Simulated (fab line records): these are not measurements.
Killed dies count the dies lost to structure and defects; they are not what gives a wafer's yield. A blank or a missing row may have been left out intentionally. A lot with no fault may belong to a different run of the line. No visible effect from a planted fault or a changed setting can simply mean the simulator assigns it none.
fab line records	flow nandHarc
[record] lots = 7	wafers = 21	lastDay = 24
route steps=1159 shown A_STAIRCASE@615 END@1159
lots with no fault: from the same line, run without faults
startH: start of the lot's first displayed wafer, in hours after the record's first day	waitH: hours from the lot's prior step to this one	" same as the row above	L1.1+2: a single row standing in for several wafers	- no value present, or no start provided	* or withheld: withheld	< > ~ a bound
route shown NAME@n: a module of which the file shows steps, and the number in the route of the first	usual: the fault-free wafers' mean and standard deviation	same: alike in all rows	chamber/n: place in a boat	sites: readings site by site	_std_site: how widely they spread, as a standard deviation	_edge_site: inner sites' mean taken away from outer sites' mean	radiusMm: how far each site lies from the wafer's centre	mask NAME#n: copy n	behind: the last tool/chamber to shape the wafer	hold: why the lot was held/for how many hours/how that ended	device: the n, p or np transistor that did not switch	end of line: the route-end tests of the same wafers	for a step that has no rows: nothing shown but its recipe	killed: not the wafer's yield, but the dies lost to structure and defects at the first sort	map: per-die view of a wafer (x killed, . not killed, _ where there is no die)
set.NAME: the setting that was run; set.NAME@STEP: the one run at that earlier step	model.NAME: the simulator's own value behind a step, which no gauge read
lots at some steps of the route; a table a step, a row a wafer
services: the hour from which a tool's chamber was out of use, counted from the record's first day as startH (under 0 if before that day), plus the number of hours and why
[[steps]]
[step NHARC_A_STAIRCASE_ETCH_221]
[recipe] targetDepthA = 1000	timeS = 40.5	ionEnergyEv = 400	c4f8FlowSccm = 20	o2FlowSccm = 10	arFlowSccm = withheld	rfW = 600	biasW = 1000	chemistry = C4F8/O2
[step NHARC_A_STAIRCASE_TRIM_222]
[recipe] timeS = 211.2	o2FlowSccm = 500	arFlowSccm = 0	biasW = 0	chemistry = O2
[step NHARC_A_STAIRCASE_ETCH_223]
[recipe] targetDepthA = 1000	timeS = 40.5	ionEnergyEv = 400	c4f8FlowSccm = 20	o2FlowSccm = 10	arFlowSccm = withheld	rfW = 600	biasW = 1000	chemistry = C4F8/O2
[step NHARC_A_STAIRCASE_TRIM_224]
[recipe] timeS = 211.2	o2FlowSccm = 500	arFlowSccm = 0	biasW = 0	chemistry = O2
[step NHARC_A_STAIRCASE_ETCH_225]
[recipe] targetDepthA = 1000	timeS = 40.5	ionEnergyEv = 400	c4f8FlowSccm = 20	o2FlowSccm = 10	arFlowSccm = withheld	rfW = 600	biasW = 1000	chemistry = C4F8/O2
[usual] oesProductAu = 0.943/0.013	rfVppV = 897/6.6
lot.wafer	tool	chamber	startH	waitH	oesProductAu	rfHoursCounterH	rfVppV
L123.4	rieDiel-03	0	-	-	0.951	6	903
L123.5	"	0	"	"	0.933	-	905
L123.6	"	1	"	"	0.930	-	892
L132.4	rieDiel-02	1	-	-	0.942	53	902
L132.2	"	2	"	"	0.929	55	898
L132.5	"	3	"	"	0.954	-	891
L137.3	rieDiel-11	1	-	-	0.917	48	888
L137.4	"	0	"	"	0.943	40	907
L137.6	"	2	"	"	0.957	-	887
L139.3	rieDiel-11	3	-	-	0.916	50	889
L139.4	"	2	"	"	0.943	49	888
L139.6	"	3	"	"	0.933	-	890
L142.1	rieDiel-02	1	-	-	0.962	6	901
L142.3	"	3	"	"	0.937	6	893
L142.4	"	0	"	"	0.956	6	905
L145.1	rieDiel-02	1	-	-	0.935	12	901
L145.3	"	2	"	"	0.947	11	896
L145.2	"	3	"	"	0.946	13	892
L144.3	rieDiel-03	2	-	-	0.965	45	902
L144.4	"	3	"	"	0.957	60	887
L144.6	"	2	"	"	0.961	-	903
[step NHARC_A_STAIRCASE_TRIM_226]
[recipe] timeS = 211.2	o2FlowSccm = 500	arFlowSccm = 0	biasW = 0	chemistry = O2
[usual] drypumpMotorCurrentA = 5.7/0.6	oesProductAu = 1.000/0.012	rfVppV = 57.9/0.92	showerheadPlenumPTorr = 3.55/0.18	throttleValvePct = 17.037/0.0093
lot.wafer	tool	chamber	startH	waitH	drypumpMotorCurrentA	oesProductAu	rfHoursCounterH	rfVppV	showerheadPlenumPTorr	throttleValvePct
L123.4	rieDiel-03	3	-	-	5.6	0.994	7	55.4	3.33	17.047
L123.6	"	2	"	"	5.5	0.998	-	59.4	3.77	17.041
L123.5	"	3	"	"	5.5	1.004	-	58.1	3.33	17.036
L132.4	rieDiel-02	2	-	-	6.7	1.010	55	58.5	3.59	17.025
L132.2	"	3	"	"	5.6	1.006	55	56.3	3.41	17.051
L132.5	"	3	"	"	5.5	1.008	-	57.4	3.41	17.021
L137.4	rieDiel-11	1	-	-	5.5	0.983	48	57.0	3.31	17.033
L137.3	"	0	"	"	6.9	0.988	40	59.2	3.79	17.055
L137.6	"	1	"	"	5.5	0.985	-	55.8	3.31	17.041
L139.3	rieDiel-11	3	-	-	5.4	0.979	50	58.8	3.34	17.049
L139.4	"	0	"	"	6.9	0.999	46	59.0	3.78	17.024
L139.6	"	1	"	"	5.5	0.985	-	57.2	3.31	17.036
L142.1	rieDiel-02	0	-	-	4.9	0.992	6	59.9	3.77	17.013
L142.4	"	1	"	"	6.6	1.021	6	58.4	3.66	17.041
L142.3	"	2	"	"	6.8	1.017	6	58.3	3.58	17.041
L145.2	rieDiel-02	3	-	-	5.5	1.006	13	57.5	3.40	17.031
L145.1	"	1	"	"	6.6	1.012	12	58.0	3.66	17.041
L145.3	"	2	"	"	6.8	1.014	11	58.5	3.57	17.032
L144.4	rieDiel-03	0	-	-	5.7	1.017	57	57.8	3.74	17.040
L144.3	"	1	"	"	5.2	1.000	45	57.5	3.43	17.046
L144.6	"	1	"	"	5.3	1.001	-	57.4	3.43	17.030
[step NHARC_A_STAIRCASE_ETCH_227]
[recipe] targetDepthA = 1000	timeS = 40.5	ionEnergyEv = 400	c4f8FlowSccm = 20	o2FlowSccm = 10	arFlowSccm = withheld	rfW = 600	biasW = 1000	chemistry = C4F8/O2
[step NHARC_A_STAIRCASE_TRIM_229]
[recipe] timeS = 211.2	o2FlowSccm = 500	arFlowSccm = 0	biasW = 0	chemistry = O2
[step NHARC_A_STAIRCASE_ETCH_230]
[recipe] targetDepthA = 1000	timeS = 40.5	ionEnergyEv = 400	c4f8FlowSccm = 20	o2FlowSccm = 10	arFlowSccm = withheld	rfW = 600	biasW = 1000	chemistry = C4F8/O2
[usual] oesProductAu = 0.939/0.019	rfVppV = 896/6.9
lot.wafer	tool	chamber	startH	waitH	oesProductAu	rfHoursCounterH	rfVppV
L123.4	rieDiel-11	2	-	-	0.963	15	887
L123.6	"	2	"	"	0.957	-	889
L123.5	"	3	"	"	0.934	-	890
L132.4	rieDiel-02	2	-	-	0.938	55	900
L132.2	"	1	"	"	0.954	53	902
L132.5	"	2	"	"	0.935	-	897
L137.3	rieDiel-11	0	-	-	0.938	40	905
L137.6	"	0	"	"	0.932	-	905
L137.4	"	1	"	"	0.918	-	888
L139.3	rieDiel-11	0	-	-	0.937	46	904
L139.4	"	1	"	"	0.921	54	889
L139.6	"	3	"	"	0.924	-	888
L142.1	rieDiel-11	0	-	-	0.913	50	905
L142.4	"	1	"	"	0.909	58	888
L142.3	"	2	"	"	0.924	54	887
L145.1	rieDiel-02	2	-	-	0.953	12	897
L145.3	"	3	"	"	0.950	14	890
L145.2	"	1	"	"	0.959	12	901
L144.3	rieDiel-03	0	-	-	0.928	57	904
L144.4	"	3	"	"	0.930	60	887
L144.6	"	0	"	"	0.944	-	904
[step NHARC_A_STAIRCASE_TRIM_231]
[recipe] timeS = 211.2	o2FlowSccm = 500	arFlowSccm = 0	biasW = 0	chemistry = O2
[step NHARC_A_STAIRCASE_ETCH_232]
[recipe] targetDepthA = 1000	timeS = 40.5	ionEnergyEv = 400	c4f8FlowSccm = 20	o2FlowSccm = 10	arFlowSccm = withheld	rfW = 600	biasW = 1000	chemistry = C4F8/O2
[usual] oesProductAu = 0.938/0.015	rfVppV = 896/7
lot.wafer	tool	chamber	startH	waitH	oesProductAu	rfHoursCounterH	rfVppV
L123.4	rieDiel-11	3	-	-	0.912	15	889
L123.5	"	0	"	"	0.942	-	907
L123.6	"	1	"	"	0.929	-	889
L132.2	rieDiel-02	0	-	-	0.923	54	905
L132.4	"	1	"	"	0.940	53	901
L132.5	"	2	"	"	0.939	-	898
L137.3	rieDiel-11	3	-	-	0.912	45	889
L137.6	"	3	"	"	0.908	-	888
L137.4	"	1	"	"	0.900	-	887
L139.4	rieDiel-11	0	-	-	0.942	46	903
L139.3	"	1	"	"	0.924	54	888
L139.6	"	2	"	"	0.945	-	887
L142.3	rieDiel-11	0	-	-	0.930	50	904
L142.4	"	2	"	"	0.938	54	888
L142.1	"	3	"	"	0.917	55	889
L145.1	rieDiel-02	3	-	-	0.942	14	890
L145.2	"	0	"	"	0.948	14	904
L145.3	"	2	"	"	0.955	12	898
L144.4	rieDiel-03	1	-	-	0.934	45	893
L144.3	"	3	"	"	0.955	60	888
L144.6	"	1	"	"	0.945	-	893
[step NHARC_A_STAIRCASE_TRIM_233]
[recipe] timeS = 211.2	o2FlowSccm = 500	arFlowSccm = 0	biasW = 0	chemistry = O2
[usual] drypumpMotorCurrentA = 5.8/0.64	oesProductAu = 0.998/0.013	rfVppV = 57.6/0.92	showerheadPlenumPTorr = 3.53/0.19	throttleValvePct = 17.037/0.0089
lot.wafer	tool	chamber	startH	waitH	drypumpMotorCurrentA	oesProductAu	rfHoursCounterH	rfVppV	showerheadPlenumPTorr	throttleValvePct
L123.4	rieDiel-11	3	239.61	-	5.4	0.967	15	56.8	3.36	17.051
L123.6	"	2	"	"	6.1	1.007	-	57.5	3.32	17.054
L123.5	"	3	"	"	5.4	0.972	-	57.3	3.36	17.044
L132.2	rieDiel-02	1	299.86	-	6.6	1.012	53	58.9	3.67	17.031
L132.4	"	3	"	"	5.5	1.015	55	55.9	3.41	17.017
L132.5	"	2	"	"	6.7	1.005	-	59.1	3.59	17.046
L137.3	rieDiel-11	0	330.12	-	6.8	0.996	40	58.3	3.78	17.047
L137.6	"	3	"	"	5.4	0.970	-	58.0	3.34	17.028
L137.4	"	0	"	"	6.8	1.003	-	57.5	3.78	17.034
L139.3	rieDiel-11	0	341.56	-	6.9	0.999	46	59.1	3.78	17.033
L139.4	"	1	"	"	5.4	0.976	54	57.9	3.31	17.047
L139.6	"	3	"	"	5.3	0.976	-	56.9	3.34	17.018
L142.1	rieDiel-11	2	352.85	-	6.1	1.009	54	57.3	3.30	17.029
L142.4	"	3	"	"	5.3	0.971	55	57.1	3.34	17.039
L142.3	"	0	"	"	6.8	1.006	50	58.1	3.78	17.053
L145.3	rieDiel-02	3	372.67	-	5.6	1.008	14	57.9	3.40	17.034
L145.2	"	0	"	"	4.9	1.003	14	58.8	3.76	17.015
L145.1	"	1	"	"	6.6	1.000	12	56.0	3.66	17.036
L144.3	rieDiel-03	3	373.04	-	5.5	1.003	60	57.2	3.30	17.045
L144.4	"	2	"	"	5.5	1.020	46	58.3	3.75	17.039
L144.6	"	3	"	"	5.6	1.003	-	55.4	3.30	17.041
[step NHARC_A_STAIRCASE_ETCH_234]
[recipe] targetDepthA = 1000	timeS = 40.5	ionEnergyEv = 400	c4f8FlowSccm = 20	o2FlowSccm = 10	arFlowSccm = withheld	rfW = 600	biasW = 1000	chemistry = C4F8/O2
[step NHARC_A_STAIRCASE_TRIM_235]
[recipe] timeS = 211.2	o2FlowSccm = 500	arFlowSccm = 0	biasW = 0	chemistry = O2
[step NHARC_A_STAIRCASE_ETCH_236]
[recipe] targetDepthA = 1000	timeS = 40.5	ionEnergyEv = 400	c4f8FlowSccm = 20	o2FlowSccm = 10	arFlowSccm = withheld	rfW = 600	biasW = 1000	chemistry = C4F8/O2
[step NHARC_A_STAIRCASE_STRIP_238]
[recipe] powerW = 1500	tempC = 250	chemistry = O2
[step NHARC_A_STAIRCASE_STRIP_239]
[recipe] timeS = 900	tempC = 130	chemistry = SPM
[step NHARC_A_STAIRCASE_PRECLEAN_240]
[recipe] timeS = *	tempC = 50	bathAgeMin = 0	chemistry = SC1
[step NHARC_A_STAIRCASE_SRD_241]
[step NHARC_A_STAIRCASE_DEHYDRATE_242]
[recipe] tempC = 150	timeS = 120
[step NHARC_A_STAIRCASE_HMDS_243]
[recipe] timeS = 30
[step NHARC_A_STAIRCASE_COAT_244]
[recipe] spinRpm = 1200
[step NHARC_A_STAIRCASE_SOFTBAKE_245]
[recipe] tempC = 135	timeS = 170
[step NHARC_A_STAIRCASE_EBR_246]
[step NHARC_A_STAIRCASE_EXPOSE_247]
[recipe] na = 0.5	doseMj = 25.34	maskId = SDS_1
[step NHARC_A_STAIRCASE_PEB_248]
[recipe] pebTempC = 115	pebTimeS = 130
[step NHARC_A_STAIRCASE_DEVELOP_249]
[recipe] timeS = 140
[step NHARC_A_STAIRCASE_HARDBAKE_251]
[recipe] tempC = 120	timeS = 140
[step NHARC_A_STAIRCASE_DESCUM_252]
[recipe] timeS = 3	o2FlowSccm = 200	arFlowSccm = 0	biasPowerW = 0	chemistry = O2
[step NHARC_A_STAIRCASE_ETCH_253]
[recipe] targetDepthA = 500	timeS = 20.2	ionEnergyEv = 400	c4f8FlowSccm = 20	o2FlowSccm = 10	arFlowSccm = withheld	rfW = 600	biasW = 1000	chemistry = C4F8/O2
[step NHARC_A_STAIRCASE_STRIP_254]
[recipe] powerW = 1500	tempC = 250	chemistry = O2
[step NHARC_A_STAIRCASE_STRIP_255]
[recipe] timeS = 900	tempC = 130	chemistry = SPM
[step NHARC_A_STAIRCASE_PRECLEAN_256]
[recipe] timeS = *	tempC = 50	bathAgeMin = 0	chemistry = SC1
[step NHARC_A_STAIRCASE_SRD_257]
[step NHARC_A_STAIRCASE_HM_DEP_456]
[recipe] targetThkA = 15000	tempC = 400	material = aC
[usual] throttleValvePct = 35.001/0.0095
lot.wafer	tool	chamber	startH	waitH	throttleValvePct
L123.4	aclDep-03	0	246.07	-	35.012
L123.5	"	0	"	"	35.009
L123.6	"	0	"	"	34.990
L132.2	aclDep-02	0	312.03	-	35.002
L132.4	"	0	"	"	35.007
L132.5	"	0	"	"	34.990
L137.3	aclDep-01	0	334.25	-	35.001
L137.4	"	0	"	"	35.006
L137.6	"	0	"	"	35.001
L139.3	aclDep-03	0	345.65	-	34.992
L139.4	"	0	"	"	34.985
L139.6	"	0	"	"	34.999
L142.1	aclDep-03	0	357.97	-	35.004
L142.3	"	0	"	"	35.008
L142.4	"	0	"	"	34.982
L145.1	aclDep-02	0	377.34	-	35.010
L145.2	"	0	"	"	34.981
L145.3	"	0	"	"	35.013
L144.3	aclDep-02	0	379.79	-	35.001
L144.4	"	0	"	"	35.003
L144.6	"	0	"	"	35.004
[step NHARC_A_STAIRCASE_DEP_259]
[recipe] targetThkA = 300	targetThkNm = 30	tempC = 400	pressureTorr = 3.5	flowSccm = 200	rfW = 350	material = SiON
[step NHARC_A_STAIRCASE_DEHYDRATE_281]
[recipe] tempC = 150	timeS = 120
[step NHARC_A_STAIRCASE_HMDS_282]
[recipe] timeS = 30
[step NHARC_A_STAIRCASE_COAT_283]
[recipe] spinRpm = 1200
[step NHARC_END_SORT_01]
[recipe] tempC = 25
[usual] killedAtArray = 26/8.4	killedAtOther = 0.7/0.97	killedAtPeriphery = 3.2/2.2	killedDies = 30/8.5	killedOpen = 3.4/2	killedShort = 2/1.3
[same] grossDies = 677
lot.wafer	tool	chamber	startH	waitH	killedAtArray	killedAtOther	killedAtPeriphery	killedDies	killedOpen	killedShort
L132.2	prober-02	0	498.31	2.8	23	0	4	27	2	1
L132.4	prober-02	0	499.91	3.4	18	1	1	20	4	2
L132.5	prober-02	0	500.71	3.7	23	0	2	25	1	5
L137.3	prober-02	0	514.67	3.1	116	3	3	122	4	3
L137.4	prober-02	0	515.45	3.4	110	0	7	117	5	3
L137.6	prober-02	0	517.02	3.9	124	5	3	132	4	3
L139.3	prober-02	0	538.01	3.1	119	1	0	120	1	2
L139.4	prober-02	0	538.80	3.4	81	2	2	85	5	0
L139.6	prober-02	0	540.40	4.0	125	0	6	131	5	4
L142.1	prober-01	0	549.18	2.5	67	0	2	69	1	1
L142.3	prober-01	0	550.79	3.1	113	0	3	116	1	1
L142.4	prober-01	0	551.59	3.4	131	1	1	133	2	0
// killed by level:class
L132.2 A_STAIRCASE:chamberFilmFlake=8 A_SLIT:chamberFilmFlake=7 A_CHANNEL_HOLE_D1:chamberFilmFlake=4 P_STI:chamberFilmFlake=3 P_M2:geometricParticle:open=1 A_ONON_D1:geometricParticle:open=1 A_CHANNEL_FILL_D1:geometricParticle:short=1 A_ZERO_WELL:chamberFilmFlake=1
L132.4 A_STAIRCASE:chamberFilmFlake=7 A_SLIT:chamberFilmFlake=4 A_SGD_CUT:geometricParticle:open=2 A_ONON_D1:geometricParticle:open=1 A_WL_FILL:geometricParticle:open=1 A_WL_FILL:geometricParticle:short=1 P_STI:chamberFilmFlake=1 STARTING-WAFER:geometricParticle:short=1
L132.5 A_SLIT:chamberFilmFlake=12 A_WL_FILL:geometricParticle:short=3 A_CHANNEL_HOLE_D1:chamberFilmFlake=3 A_STAIRCASE:chamberFilmFlake=3 P_M0:geometricParticle:open=1 A_CHANNEL_FILL_D1:geometricParticle:short=1 A_M0:geometricParticle:short=1 P_STI:chamberFilmFlake=1
L137.3 A_STAIRCASE:unspecified=89 A_CHANNEL_HOLE_D1:chamberFilmFlake=9 A_STAIRCASE:chamberFilmFlake=4 A_CONTACT:chamberFilmFlake=4 A_M1:chamberFilmFlake=3 THIN_TSV:chamberFilmFlake=3 A_CHANNEL_FILL_D1:geometricParticle:short=2 A_CONTACT:geometricParticle:open=2
L137.4 A_STAIRCASE:unspecified=87 A_CHANNEL_HOLE_D1:chamberFilmFlake=7 A_M1:chamberFilmFlake=5 P_BONDPAD:chamberFilmFlake=3 A_CONTACT:geometricParticle:open=2 P_GATE:chamberFilmFlake=2 A_CONTACT:chamberFilmFlake=2 P_GATE:geometricParticle:open=1
L137.6 A_STAIRCASE:unspecified=97 A_CHANNEL_HOLE_D1:chamberFilmFlake=16 THIN_TSV:chamberFilmFlake=5 A_CONTACT:geometricParticle:open=2 A_STAIRCASE:chamberFilmFlake=2 P_GATE:geometricParticle:short=1 P_GATE:geometricParticle:open=1 A_ONON_D1:geometricParticle:short=1
L139.3 A_STAIRCASE:unspecified=90 A_STAIRCASE:chamberFilmFlake=7 A_SLIT:chamberFilmFlake=7 A_CHANNEL_HOLE_D1:chamberFilmFlake=5 A_WL_FILL:chamberFilmFlake=3 A_CONTACT:chamberFilmFlake=2 A_M1:chamberFilmFlake=2 A_CHANNEL_FILL_D1:geometricParticle:short=1
L139.4 A_STAIRCASE:unspecified=57 A_STAIRCASE:chamberFilmFlake=8 A_CHANNEL_HOLE_D1:chamberFilmFlake=4 A_CONTACT:geometricParticle:open=2 A_CHANNEL_FILL_D1:chamberFilmFlake=2 A_SLIT:chamberFilmFlake=2 A_WL_FILL:chamberFilmFlake=2 A_CONTACT:chamberFilmFlake=2
L139.6 A_STAIRCASE:unspecified=95 A_CHANNEL_HOLE_D1:chamberFilmFlake=8 A_SLIT:chamberFilmFlake=8 A_STAIRCASE:chamberFilmFlake=4 A_CONTACT:chamberFilmFlake=4 A_CONTACT:geometricParticle:open=3 P_STI:geometricParticle:short=2 P_M0:geometricParticle:open=2
L142.1 A_STAIRCASE:unspecified=39 A_CHANNEL_HOLE_D1:chamberFilmFlake=9 A_SLIT:chamberFilmFlake=9 A_M0:chamberFilmFlake=4 A_CONTACT:chamberFilmFlake=4 A_WL_FILL:geometricParticle:short=1 A_M0:geometricParticle:open=1 P_ZERO_WELL:chamberFilmFlake=1
L142.3 A_STAIRCASE:unspecified=91 A_CHANNEL_HOLE_D1:chamberFilmFlake=7 A_SLIT:chamberFilmFlake=5 A_M0:chamberFilmFlake=4 A_STAIRCASE:chamberFilmFlake=3 A_CONTACT:chamberFilmFlake=2 P_M0:geometricParticle:open=1 A_WL_FILL:geometricParticle:short=1
L142.4 A_STAIRCASE:unspecified=99 A_SLIT:chamberFilmFlake=15 A_CHANNEL_HOLE_D1:chamberFilmFlake=11 A_CONTACT:chamberFilmFlake=3 P_GATE:geometricParticle:open=1 A_CONTACT:geometricParticle:open=1 A_STAIRCASE:chamberFilmFlake=1 A_M0:chamberFilmFlake=1
// map L137.6 (x killed, . not)
____________.____________
_________..x...._________
_______..........._______
______.............______
_____..............._____
____.................____
____...........x.....____
___...............xx..___
___..........x........___
__.............x.x.....__
__.....................__
_............x.........._
_......................._
_......................._
_...........x..........._
_.x..........x.........._
..........x..............
........x.x........x..x..
.........xxx.xx.....xx..x
.......xxxxxxxx........x.
.......xxxxxxxxx......xxx
_.....xxxxxxxxx........x_
_....x.xxxxxxx.x..x...xx_
_....x.xxxxxxxx.......xx_
_.....xxxxxxxxxx.....x.._
_.....xxxxxxxx........xx_
__.....xxxxxxxx........__
__.....xxxxxx.x........__
___......xxxx.x.......___
___....xxxxx.x........___
____xx..x.x..........____
____.....x...........____
_____......x........_____
______.x...........______
_______..........._______
_________......._________
____________.____________
// map L139.6 (x killed, . not)
____________.____________
_________......._________
_______..........._______
______.............______
_____..............._____
____.................____
____.................____
___...................___
___.x.................___
__...x........x........__
__xxx..x.......x...x..x__
_....x........x.xx......_
_...................x..._
_.....x......x.........._
_......................._
_x......................_
......x.x.x..............
.....x....xx............x
....x....xxxxx...........
.......xxxxxx.x..........
x.....xxxxxxxxx..........
_.....xxxxxxxxxx.......x_
_......xxxxxxxx........._
_......xxxxxxxx........._
_.....xxxxxxxxxx....x..._
_.....xxxxxxxx.........._
__.....xxxxxxx........x__
__......xxxxxx........x__
___.....xxxxxx......xx___
___.....xxx.x.......x.___
____....xx.........xx____
____.....x.........x.____
_____.........x....._____
______...........x.______
_______.x........._______
_________......._________
____________.____________
[[services]]
tool	chamber	startH	hours	kind
rieDiel-03	-	215.54	9.0	pm
rieDiel-11	0	224.68	-	clean
rieDiel-11	1	224.68	-	clean
rieDiel-11	2	224.68	-	clean
rieDiel-11	3	224.68	-	clean
aclDep-03	-	225.48	13.0	pm
rieDiel-02	3	238.15	6.9	repair
rieDiel-11	0	249.44	-	clean
rieDiel-11	1	249.44	-	clean
rieDiel-11	2	249.44	-	clean
rieDiel-11	3	249.44	-	clean
rieDiel-11	0	273.97	-	clean
rieDiel-11	1	273.97	-	clean
rieDiel-11	2	273.97	-	clean
rieDiel-11	3	273.97	-	clean
aclDep-01	-	295.72	13.0	pm
rieDiel-11	0	298.63	-	clean
rieDiel-11	1	298.63	-	clean
rieDiel-11	0	306.26	16.5	repair
rieDiel-11	1	308.35	5.1	repair
rieDiel-03	2	312.97	20.5	repair
rieDiel-02	-	327.80	9.0	pm
aclDep-02	-	348.96	13.0	pm
rieDiel-11	-	368.22	9.0	pm
[[key]]
[firstSign] step = NHARC_END_SORT_01	reading = killedDies	direction = up	sigmas = 9.9	usual = 30	struck = 114
[effect] step = NHARC_END_SORT_01	reading = killedAtArray	direction = up	sigmas = 9.8	usual = 26	struck = 110
[moreKillsBornAt] NHARC_A_STAIRCASE_TRIM_233@rieDiel-11 = 738
metAt NHARC_A_STAIRCASE_TRIM_233
struckWafers L137.3,L137.4,L137.6,L139.3,L139.4,L139.6,L142.1,L142.3,L142.4
testerLeftOut L137,L139,L142
onsetBetween 239.61 330.12
alsoFits NHARC_A_STAIRCASE_ETCH_230:rieDiel-11,NHARC_A_STAIRCASE_ETCH_232:rieDiel-11
[fault] kind = chamberParticleSource	tool = rieDiel-11	chamber = -	onsetH = 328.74	steps = NHARC_A_STAIRCASE_TRIM_233	ratePerVisitCm2 = 1.2419	endH = 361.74
// testerLeftOut: of these lots the tester's yield and bins aren't shown, on N5 and GAA mostly nor the transistor test; their killed dies are dies lost to structure and defects alone, not to doping, threshold or leakage, so they don't give the yield
